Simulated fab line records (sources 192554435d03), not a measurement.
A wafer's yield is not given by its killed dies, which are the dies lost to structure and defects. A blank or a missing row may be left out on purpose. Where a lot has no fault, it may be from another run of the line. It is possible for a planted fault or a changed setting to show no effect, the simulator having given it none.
Chamber matching | flow n5Finfet | N5_BEOL_M6_CURE_74 on uvCure-03: 3 sister chambers
The step cures SiCOH lowk, time 240 s. 3 wafers are shown with their chamber, then 7 later ones without.

== EACH WAFER AND ITS CHAMBER ==
wafer  | chamber | wafer_temp_C_max
L928.6 | 0       | 386.1
L929.6 | 2       | 387.0
L937.2 | 1       | 386.4

== WAFERS MISSING THEIR CHAMBER ==
wafer  | wafer_temp_C_max
L937.3 | 385.9
L943.1 | 386.3
L943.2 | 386.3
L943.6 | 386.3
L942.1 | 388.2
L942.2 | 387.3
L942.5 | 387.5

== THE CHAMBER EACH PASSED THROUGH ==
wafer  | from the rows above          | in truth
L937.3 | can't be placed: 0 or 1 or 2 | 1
L943.1 | can't be placed: 1 or 0 or 2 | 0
L943.2 | can't be placed: 1 or 0 or 2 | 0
L943.6 | can't be placed: 1 or 0 or 2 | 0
L942.1 | can't be placed: 2 or 1 or 0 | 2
L942.2 | can't be placed: 2 or 1 or 0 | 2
L942.5 | can't be placed: 2 or 1 or 0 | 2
Correctly placed: 0 of 7. Unplaceable from these rows: 7, with the true chamber sitting among the candidates in 7. Wrongly placed: 0.
How it was worked out, from the rows above alone: a wafer's distance from a chamber is the root of the sum, over the readings, of the square of ((its reading less the chamber's mean) divided by the reading's scatter). If the next closest chamber is less than 2 further off than the closest, the wafer can't be placed; otherwise it belongs to the closest. For every chamber, the mean is computed from those of its wafers that are shown. The scatter: with one shown wafer a chamber, the root of the mean of the squares of how far each hidden wafer lies from its nearest shown one.
